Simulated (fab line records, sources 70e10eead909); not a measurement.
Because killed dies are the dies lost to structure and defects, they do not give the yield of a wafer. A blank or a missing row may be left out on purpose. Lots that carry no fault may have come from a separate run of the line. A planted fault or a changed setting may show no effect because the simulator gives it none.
What tool caused it?	flow nand harc	12 lots with 36 wafers sampled at 4 steps, on a route of 1302 steps

## WHAT THE GAUGES SHOWED, per wafer
NHARC_A_CONTACT_CD_MEAS_15.
lot	measured	on	cd nm (nm)
L076	day 22 21:17	cd sem-01	191.2 190.6 191.0
L077	day 23 16:49	cd sem-01	189.8 189.8 190.2
L079	day 24 09:03	cd sem-01	191.3 190.0 189.6
L081	day 25 17:05	cd sem-02	189.5 189.7 191.6
L083	day 26 14:41	cd sem-01	189.6 190.2 188.9
L085	day 27 13:59	cd sem-01	190.7 189.3 190.6
L086	day 28 00:54	cd sem-02	189.8 189.1 189.8
L088	day 28 10:08	cd sem-03	188.7 189.8 189.8
L092	day 29 18:45	cd sem-01	188.5 190.5 188.7
L093	day 30 14:35	cd sem-01	190.3 189.6 190.2
L095	day 31 03:44	cd sem-03	190.7 190.7 189.6
L097	day 33 06:59	cd sem-03	189.4 189.2 188.9

## EACH LOT AND THE TOOL THAT RAN IT (in order: tool; ch and the chambers of the sampled wafers; start)
lot	NHARC_A_CONTACT_ETCH_126	NHARC_A_CONTACT_ETCH_131	NHARC_A_CONTACT_ETCH_134
L076	har cap etch-01 ch 0,1, day 22 12:16	har cap etch-01 ch 0,1, day 22 13:09	har cap etch-01 ch 0,1, day 22 19:13
L077	har cap etch-01 ch 0,1, day 23 05:46	har cap etch-01 ch 0,1, day 23 06:38	har cap etch-03 ch 0,1, day 23 14:47
L079	har cap etch-01 ch 0,1, day 23 23:19	har cap etch-01 ch 0,1, day 24 00:11	har cap etch-01 ch 0,1, day 24 06:31
L081	har cap etch-03 ch 0,1, day 25 07:17	har cap etch-03 ch 0,1, day 25 08:10	har cap etch-01 ch 0,1, day 25 15:02
L083	har cap etch-03 ch 0,1, day 26 04:52	har cap etch-03 ch 0,1, day 26 05:44	har cap etch-02 ch 0,1, day 26 12:40
L085	har cap etch-03 ch 1, day 26 22:13	har cap etch-03 ch 1, day 26 23:07	har cap etch-03 ch 0,1, day 27 11:56
L086	har cap etch-01 ch 0,1, day 27 10:47	har cap etch-01 ch 0,1, day 27 11:40	har cap etch-02 ch 0,1, day 27 22:50
L088	har cap etch-03 ch 0,1, day 27 23:10	har cap etch-03 ch 0,1, day 28 00:02	har cap etch-03 ch 0,1, day 28 08:04
L092	har cap etch-03 ch 0,1, day 29 09:28	har cap etch-03 ch 0,1, day 29 10:21	har cap etch-03 ch 0,1, day 29 16:44
L093	har cap etch-03 ch 0,1, day 30 01:13	har cap etch-03 ch 0,1, day 30 02:07	har cap etch-01 ch 0,1, day 30 12:31
L095	har cap etch-03 ch 0,1, day 30 17:37	har cap etch-03 ch 0,1, day 30 18:47	har cap etch-01 ch 0,1, day 31 01:28
L097	har cap etch-01 ch 0,1, day 32 15:55	har cap etch-01 ch 0,1, day 32 16:47	har cap etch-01 ch 1, day 33 04:55
- NHARC_A_CONTACT_ETCH_126: etches the open film in C4F8/O2/Ar, time 197 s, target depth 1918 nm.
- NHARC_A_CONTACT_ETCH_131: etches the open film in C4F8/O2/Ar, time 197 s, target depth 1918 nm.
- NHARC_A_CONTACT_ETCH_134: etches the open film in C4F8/O2/Ar, time 140 s, target depth 700 nm.

## THE ANSWER, worked out from the rows above alone
Rule: usual is defined by the lots themselves. The widest of any qualifying gaps counts: lots, ordered by their means at a reading, are off when they make up no more than a third of the lots, leave a main group of 4 or more, and stand apart from it by 3 or more times the standard deviation of that group's means. The tables above print the reading to a certain number of digits; a main group whose means all agree to those digits is not used. A lot without any number at a reading at which 4 lots or more have one is off too. Where the step has rows for the other lots, those lots are counted as sound.
Across all readings shown, no lot is off: no conclusion can be drawn from this.

## WHAT THE SIMULATOR HAD PUT IN
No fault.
